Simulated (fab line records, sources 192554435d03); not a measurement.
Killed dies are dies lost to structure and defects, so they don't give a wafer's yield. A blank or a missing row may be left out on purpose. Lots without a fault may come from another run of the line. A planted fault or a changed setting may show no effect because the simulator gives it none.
Split-lot experiment | flow n5_finfet | 7 lots, 21 wafers read, on a route of 1938 steps

THE SPLIT
At N5_BEOL_M4_ETCH_64 (etches SOC in N2/H2, target depth 75 nm, overetch 22.5 nm, time 121.9 s), the setting bias_w was moved away from the recipe's 150 W on 2 of the 21 wafers read, by -15.6% to -11.9%. The other wafers ran this setting at the recipe's value.

The reading is taken at the split's own step.

THE READING
rf_vpp_V, in V, at N5_BEOL_M4_ETCH_64 (etches SOC in N2/H2, target depth 75 nm, overetch 22.5 nm, time 121.9 s). Fault-free wafers of this fab line usually give 524.1 V, standard deviation 2.8 V.

wafer  | tool, chamber at the split | bias_w as run, W | against the recipe | rf_vpp_V, V | against lot-mates on the recipe
L076.1 | rie_diel-04, 2             | 150              | recipe             | 519.6       | -
L076.4 | rie_diel-04, 3             | 150              | recipe             | 525.3       | -
L076.6 | rie_diel-04, 0             | 150              | recipe             | 527.4       | -
L079.2 | rie_diel-04, 2             | 150              | recipe             | 519.4       | -
L079.3 | rie_diel-04, 1             | 150              | recipe             | 524.4       | -
L079.6 | rie_diel-04, 0             | 150              | recipe             | 525.0       | -
L081.3 | rie_diel-04, 0             | 126.6            | -15.6%             | 472.6       | -50.4
L081.4 | rie_diel-04, 3             | 150              | recipe             | 526.2       | -
L081.5 | rie_diel-04, 2             | 150              | recipe             | 519.9       | -
L083.1 | rie_diel-03, 1             | 150              | recipe             | 524.2       | -
L083.3 | rie_diel-03, 0             | 132.2            | -11.9%             | 485.9       | -39.2
L083.6 | rie_diel-03, 0             | 150              | recipe             | 526.0       | -
L086.1 | rie_diel-05, 1             | 150              | recipe             | 519.1       | -
L086.2 | rie_diel-05, 3             | 150              | recipe             | 522.3       | -
L086.3 | rie_diel-05, 0             | 150              | recipe             | 527.9       | -
L088.4 | rie_diel-04, 1             | 150              | recipe             | 525.3       | -
L088.5 | rie_diel-04, 2             | 150              | recipe             | 521.1       | -
L088.6 | rie_diel-04, 0             | 150              | recipe             | 526.0       | -
L089.1 | rie_diel-03, 2             | 150              | recipe             | 527.2       | -
L089.2 | rie_diel-03, 0             | 150              | recipe             | 524.4       | -
L089.6 | rie_diel-03, 2             | 150              | recipe             | 527.3       | -

THE FIT
A straight line over all 21 wafers: rf_vpp_V changes by +3.27 V for each +1% of bias_w; r = +0.98; the points scatter about the line by 2.9 V.
The same after taking each lot's own level away (the mean of its wafers on the recipe; 21 wafers): +3.26 V for each +1%; r = +0.98; scatter 2.6 V.
On that fit, the largest move of bias_w shifts the reading by 51 V.
The lots' own levels span 522.93 to 526.30 V, that is 1.2 times the standard deviation above.
So the lot-to-lot level changes the slope little: the two slopes agree.
Check: with one of the wafers moved furthest among these (-15.6%) left out of the fit, the line predicts -51.5 V for it against its lot-mates. It came out at -50.4 V against them.
Tool readings at the split's step, against how far the setting was moved: rf_vpp_V r = +0.98.

THE WHOLE CHAIN: every reading that the file lists as answering this split, in the file's order
step               | what it does                                                            | reading                                                                          | change (the file's fit)                | r (the file's)
N5_BEOL_M4_ETCH_64 | etches SOC in N2/H2, target depth 75 nm, overetch 22.5 nm, time 121.9 s | rf_vpp_V                                                                         | +3.26 V for each +1% of the setting    | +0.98
N5_BEOL_M4_ETCH_64 | etches SOC in N2/H2, target depth 75 nm, overetch 22.5 nm, time 121.9 s | SiARC_of_BEOL_M4_COAT_62.thk_nm (the simulator's own value, which no gauge read) | -0.0928 nm for each +1% of the setting | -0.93

THE FILE'S OWN FIT
rf_vpp_V changes by +3.26 V for each +1% of bias_w, r = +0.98.
